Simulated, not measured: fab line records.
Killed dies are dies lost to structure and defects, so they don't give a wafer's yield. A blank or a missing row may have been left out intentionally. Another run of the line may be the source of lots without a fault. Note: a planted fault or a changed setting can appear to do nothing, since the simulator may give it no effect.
A struck lot beside a sound one	flow n5 finfet	34 steps out of a route of 1938
Sound: wafers L780.1, L780.3, L780.6. Struck: wafers L791.4, L791.6. (L791.1 of the same lot was not struck and is left out.) The cause comes at the end.
For every step that has rows: the tool of each side, followed by ch and its chambers, followed by its first start. Under that, the readings that differ: sound wafers	struck wafers	difference of the means	sigmas: that difference in standard deviations of wafers without a fault.
alike: words and numbers the same on both sides, and readings whose means are apart by under 2 such deviations; not compared: readings that were withheld, readings missing a value for some wafer, numbers with overlapping values and no deviation given by the record, and bounds like >300 which may hide the same value.
Wherever a step has rows on one side only, a row that says differs or no value, or a row with sigmas, the two part there. Numbers that don't overlap but have no deviation are shown without sigmas and don't part them. A reading missing from all wafers of one side parts the sides only when that side holds two or more wafers.

first, 10 steps without rows for these wafers: N5_BEOL_M8_HM_STRIP_39 (strips TiN in peroxide tin strip, target depth 25 nm, time 158 s); N5_BEOL_M8_SRD_40 (time 30 s); N5_BEOL_M8_PRECLEAN_42 (cleans in residue remover, time 60 s); N5_BEOL_M8_SRD_43 (time 30 s); N5_BEOL_M8_CURE_75 (cures SiCOH lowk, time 120 s); N5_BEOL_M8_DEGAS_44 (time 60 s); N5_BEOL_M8_PRE_CLEAN_45 (time 30 s); N5_BEOL_M8_ALD_77 (deposits TaN, target thk 2 nm, pulse time 2 s, purge time 3 s); N5_BEOL_M8_SURFACE_TREAT_79; N5_BEOL_M8_CVD_78 (deposits Co from CCTBA/H2, target thk 2 nm, time 142.3 s).
N5_BEOL_M8_SPUTTER_48: material Cu, target thk 10 nm, time 1.667 s.
  sound: pvd sputter-01 at day 12 13:48; struck: pvd sputter-03 at day 15 09:06
  alike: bias v, chamber pressure pa, throttle valve pct
then, 22 steps without rows for these wafers: N5_BEOL_M8_ECD_50 (material Cu, target thk 300 nm); N5_BEOL_M8_ANNEAL_51 (time 90 s); N5_BEOL_M8_CMP_52 (polishes, stops on SiCOH lowk, t overpolish 6.9 s, target thk 80 nm); N5_BEOL_M8_PRE_CLEAN_55 (time 15 s); N5_BEOL_M8_DEP_56 (deposits SiCN from 3MS/NH3, target thk 10 nm, time 17.5 s); N5_BEOL_M9_ILD_DEP_00 (deposits SiCOH lowk from DEMS/porogen, target thk 308.51 nm, time 58 s); N5_BEOL_M9_CURE_71 (cures SiCOH lowk, time 240 s); N5_BEOL_M9_PECVD_70 (deposits SiO2 from TEOS/O2, target thk 20 nm, time 22.7 s); N5_BEOL_M9_HM_DEP_02 (deposits TiN, target thk 20 nm); N5_BEOL_M9_COAT_59 (time 60 s, resist thk 100 nm); N5_BEOL_M9_COAT_60 (time 60 s, resist thk 30 nm); N5_BEOL_M9_COAT_05 (resist thk 90 nm); N5_BEOL_M9_EBR_07; N5_BEOL_M9_SOFTBAKE_06 (time 60 s); N5_BEOL_M9_EXPOSE_08 (exposes mask M9); N5_BEOL_M9_PEB_09 (peb time 60 s); N5_BEOL_M9_DEVELOP_10 (develop time 30 s); N5_BEOL_M9_DESCUM_16 (chemistry O2, time 7.9 s); N5_BEOL_M9_ETCH_61 (etches SiARC in CF4, target depth 39 nm, time 65 s); N5_BEOL_M9_ETCH_62 (etches SOC in N2/H2, target depth 110 nm, overetch 22 nm, time 165 s); N5_BEOL_M9_STRIP_68 (strips in N2/H2); N5_BEOL_M9_STRIP_67 (strips in CF4).
-- record jumps: 3 days separate the struck wafers' starts on either side; left off in module BEOL_M9, taken up again in module PASSIVATION, whose first shown step is the route's number 1936 --
N5_PASSIVATION_PROBE_49:
  the record has rows for the struck wafers here (prober-02, day 18 17:29) and none for the sound ones

== WHERE THEY PART ==
Only at N5_PASSIVATION_PROBE_49, as far as this record shows.

WHY: whatever the simulator had introduced
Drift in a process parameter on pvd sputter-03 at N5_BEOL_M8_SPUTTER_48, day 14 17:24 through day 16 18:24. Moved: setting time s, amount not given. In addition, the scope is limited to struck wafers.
